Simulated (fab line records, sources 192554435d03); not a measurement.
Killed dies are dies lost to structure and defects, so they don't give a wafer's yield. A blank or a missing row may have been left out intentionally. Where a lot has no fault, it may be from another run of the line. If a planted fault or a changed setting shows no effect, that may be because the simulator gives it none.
One fault seen from 2 desks || flow n5Finfet || what lay behind the numbers comes last; until then each desk has only its own

== THE DEFECT DESK ==
Inspection counts along the route, by lot: the mean over sampled wafers that carry a number. If a lot's mean is further than 4 standard deviations from the usual mean, the lot is out of limits and carries the mark OUT (the distance appears in the brackets).
Columns: A = rawDefectCount at N5_BEOL_M5_INSPECT_30, usual 432
{"lot": "L149", "first seen here": "day 7 23:20", "A": 410}
{"lot": "L157", "first seen here": "day 10 02:14", "A": 449}
{"lot": "L160", "first seen here": "day 10 22:34", "A": 413}
{"lot": "L164", "first seen here": "day 12 04:28", "A": 336}
{"lot": "L166", "first seen here": "day 12 13:20", "A": 523}
{"lot": "L167", "first seen here": "day 12 16:33", "A": 443}
{"lot": "L170", "first seen here": "day 13 06:44", "A": 519}
{"lot": "L172", "first seen here": "day 13 19:58", "A": 407}
{"lot": "L171", "first seen here": "day 13 20:04", "A": 469}
Finding of this desk: none of the 9 lots has anything out of limits.

== FOR THE TOOL OWNER'S DESK: lithoTrack-02 ==
The tool's own readings at N5_BEOL_M5_COAT_74 (time 60 s, resist thk 5 nm): means of the sampled wafers that have a number, for each lot that ran on this tool. If a lot's mean is further than 4 standard deviations from the usual mean, the lot is out of limits and carries the mark OUT (the distance appears in the brackets).
Columns: A = exhaustPa at N5_BEOL_M5_COAT_74, usual 44.9 Pa; B = spinSpeedRpm at N5_BEOL_M5_COAT_74, usual 1500.1 rpm
{"lot": "L149", "first seen here": "day 7 22:59", "A": 44.4, "B": 1500.0}
{"lot": "L157", "first seen here": "day 10 01:53", "A": 44.0, "B": 1500.5}
{"lot": "L160", "first seen here": "day 10 22:12", "A": 45.0, "B": 1499.8}
{"lot": "L164", "first seen here": "day 12 03:59", "A": 44.7, "B": "1666.7 (+99 or more) OUT"}
{"lot": "L166", "first seen here": "day 12 12:49", "A": 44.5, "B": "1666.7 (+99 or more) OUT"}
{"lot": "L167", "first seen here": "day 12 16:11", "A": 45.3, "B": "1666.7 (+99 or more) OUT"}
Finding of this desk: L164, L166, L167 out of limits; the first was L164 at day 12 03:59, on spinSpeedRpm at N5_BEOL_M5_COAT_74. L149, L157, L160 stayed within limits.

== TAKEN TOGETHER ==
At day 12 03:59, on L164, L166, L167, the tool owner's desk was in a position to raise an alarm.
Nothing out of limits was seen by the defect desk.
The defect desk has L164, L166, L167 on record, within its limits.
Of the lots named, all ran N5_BEOL_M5_COAT_74 on lithoTrack-02.

== WHAT WAS PUT IN BY THE SIMULATOR ==
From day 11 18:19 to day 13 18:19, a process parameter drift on lithoTrack-02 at N5_BEOL_M5_COAT_74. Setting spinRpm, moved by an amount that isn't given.
Lots struck among those shown: L164, L166, L167.
Each desk's first reading out of limits, in hours after the fault started: the tool owner's desk, 10.
